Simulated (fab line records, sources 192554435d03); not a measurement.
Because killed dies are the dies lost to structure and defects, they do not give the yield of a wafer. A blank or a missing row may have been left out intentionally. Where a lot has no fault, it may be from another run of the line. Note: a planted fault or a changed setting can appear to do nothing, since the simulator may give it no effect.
Matching of chambers / flow n5 finfet / N5_BEOL_M4_ETCH_77 on rie diel-01 has 4 sister chambers
The step etches underlayer in N2/H2, target depth 6.5 nm, time 5.2 s. 7 wafers are shown with their chamber, then 8 later ones without.

## WAFERS, EACH WITH ITS CHAMBER
wafer=L075.5; chamber=3; showerhead plenum p Torr (Torr)=2.52; drypump motor current A (A)=6.4
wafer=L077.2; chamber=2; showerhead plenum p Torr (Torr)=2.53; drypump motor current A (A)=5.6
wafer=L082.1; chamber=2; showerhead plenum p Torr (Torr)=2.53; drypump motor current A (A)=5.5
wafer=L082.3; chamber=1; showerhead plenum p Torr (Torr)=2.49; drypump motor current A (A)=6.0
wafer=L088.5; chamber=3; showerhead plenum p Torr (Torr)=2.51; drypump motor current A (A)=6.4
wafer=L088.6; chamber=0; showerhead plenum p Torr (Torr)=2.69; drypump motor current A (A)=6.2
wafer=L092.3; chamber=0; showerhead plenum p Torr (Torr)=2.69; drypump motor current A (A)=6.2

## WAFERS WITHOUT THEIR CHAMBER
wafer=L092.5; showerhead plenum p Torr (Torr)=2.52; drypump motor current A (A)=5.6
wafer=L092.6; showerhead plenum p Torr (Torr)=2.51; drypump motor current A (A)=6.4
wafer=L095.1; showerhead plenum p Torr (Torr)=2.52; drypump motor current A (A)=5.6
wafer=L095.3; showerhead plenum p Torr (Torr)=2.69; drypump motor current A (A)=6.3
wafer=L095.6; showerhead plenum p Torr (Torr)=2.52; drypump motor current A (A)=5.5
wafer=L096.1; showerhead plenum p Torr (Torr)=2.69; drypump motor current A (A)=6.2
wafer=L096.5; showerhead plenum p Torr (Torr)=2.69; drypump motor current A (A)=6.2
wafer=L096.6; showerhead plenum p Torr (Torr)=2.50; drypump motor current A (A)=6.4

## WHICH CHAMBER EACH ONE RAN IN
wafer=L092.5; from the rows above=2; in truth=2
wafer=L092.6; from the rows above=3; in truth=3
wafer=L095.1; from the rows above=2; in truth=2
wafer=L095.3; from the rows above=0; in truth=0
wafer=L095.6; from the rows above=2; in truth=2
wafer=L096.1; from the rows above=0; in truth=0
wafer=L096.5; from the rows above=0; in truth=0
wafer=L096.6; from the rows above=3; in truth=3
Correctly placed: 8 of 8. Number that these rows cannot place: 0. Number placed wrongly: 0.
How it was worked out, from the rows above alone: a wafer's distance from a chamber is the root of the sum, over the readings, of the square of ((its reading less the chamber's mean) divided by the reading's scatter). If the next closest chamber is less than 2 further off than the closest, the wafer can't be placed; otherwise it belongs to the closest. A chamber's mean is the mean of its shown wafers. How the scatter is found: for the shown wafers, subtract from each reading the mean of its chamber, square and add these, divide the total by (wafers less chambers), then take the root.
